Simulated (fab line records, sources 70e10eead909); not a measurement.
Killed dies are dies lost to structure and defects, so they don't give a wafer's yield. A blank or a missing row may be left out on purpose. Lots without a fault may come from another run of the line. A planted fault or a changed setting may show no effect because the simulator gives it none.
Chamber matching | flow nand_harc | NHARC_A_CHANNEL_HOLE_D1_ETCH_38 on rie_diel-12: 4 sister chambers
The step etches the open film in CF4, target depth 39 nm, time 65 s. 16 wafers are shown with their chamber, then 8 later ones without.

WAFERS WITH THEIR CHAMBER
wafer  | chamber | rf_vpp_V (V) | oes_product_au (a.u.) | throttle_valve_pct (%)
L842.2 | 2       | 152.5        | 0.976                 | 13.257
L842.4 | 2       | 151.8        | 0.988                 | 13.282
L842.5 | 1       | 150.6        | 1.007                 | 13.286
L843.1 | 1       | 150.8        | 1.003                 | 13.279
L843.5 | 1       | 150.4        | 1.005                 | 13.281
L843.6 | 0       | 151.3        | 0.991                 | 13.284
L844.1 | 0       | 151.5        | 0.998                 | 13.289
L844.3 | 1       | 150.1        | 0.996                 | 13.269
L844.5 | 3       | 150.2        | 0.985                 | 13.279
L847.1 | 1       | 150.2        | 1.003                 | 13.293
L847.3 | 3       | 150.6        | 0.991                 | 13.294
L847.6 | 1       | 152.0        | 1.006                 | 13.290
L851.3 | 0       | 149.9        | 0.993                 | 13.289
L851.4 | 0       | 151.0        | 1.002                 | 13.297
L851.6 | 2       | 152.2        | 0.997                 | 13.276
L857.1 | 3       | 151.1        | 0.994                 | 13.293

SIGNATURES (means of the wafers above)
reading            | chamber 0 | chamber 1 | chamber 2 | chamber 3 | scatter within a chamber
rf_vpp_V           | 150.925   | 150.683   | 152.167   | 150.633   | 0.618
oes_product_au     | 0.99600   | 1.00333   | 0.98700   | 0.99000   | 0.00588
throttle_valve_pct | 13.28975  | 13.28300  | 13.27167  | 13.28867  | 0.00886
Rule: a wafer's distance from a chamber is the root of the sum, over the readings, of the square of ((its reading less the chamber's mean) divided by the reading's scatter). The wafer belongs to the nearest chamber; if the next one is less than 2 further off, it can't be placed. The scatter: the root of (the sum of the squares of (reading less its chamber's mean) over the shown wafers, divided by (wafers less chambers)).

WAFERS WITHOUT THEIR CHAMBER
wafer  | rf_vpp_V (V) | oes_product_au (a.u.) | throttle_valve_pct (%)
L857.5 | 150.5        | 1.006                 | 13.293
L857.6 | 150.3        | 1.005                 | 13.295
L861.1 | 151.4        | 0.999                 | 13.284
L861.3 | 151.7        | 0.995                 | 13.296
L861.5 | 149.6        | 0.993                 | 13.280
L863.2 | 150.6        | 1.004                 | 13.281
L863.3 | 149.6        | 1.013                 | 13.278
L863.6 | 151.2        | 0.994                 | 13.287

WHICH CHAMBER EACH WENT THROUGH
wafer  | from the rows above               | in truth
L857.5 | can't be placed: 1 or 0 or 3      | 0
L857.6 | can't be placed: 1 or 0 or 3      | 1
L861.1 | can't be placed: 0 or 1 or 3 or 2 | 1
L861.3 | can't be placed: 0 or 3 or 1 or 2 | 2
L861.5 | can't be placed: 3 or 0 or 1      | 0
L863.2 | can't be placed: 1 or 0           | 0
L863.3 | can't be placed: 1 or 0 or 3      | 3
L863.6 | can't be placed: 0 or 3 or 1 or 2 | 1
Placed correctly: 0 of 8. Can't be placed from these rows: 8 (the true chamber is among the candidates in 8). Placed wrongly: 0.
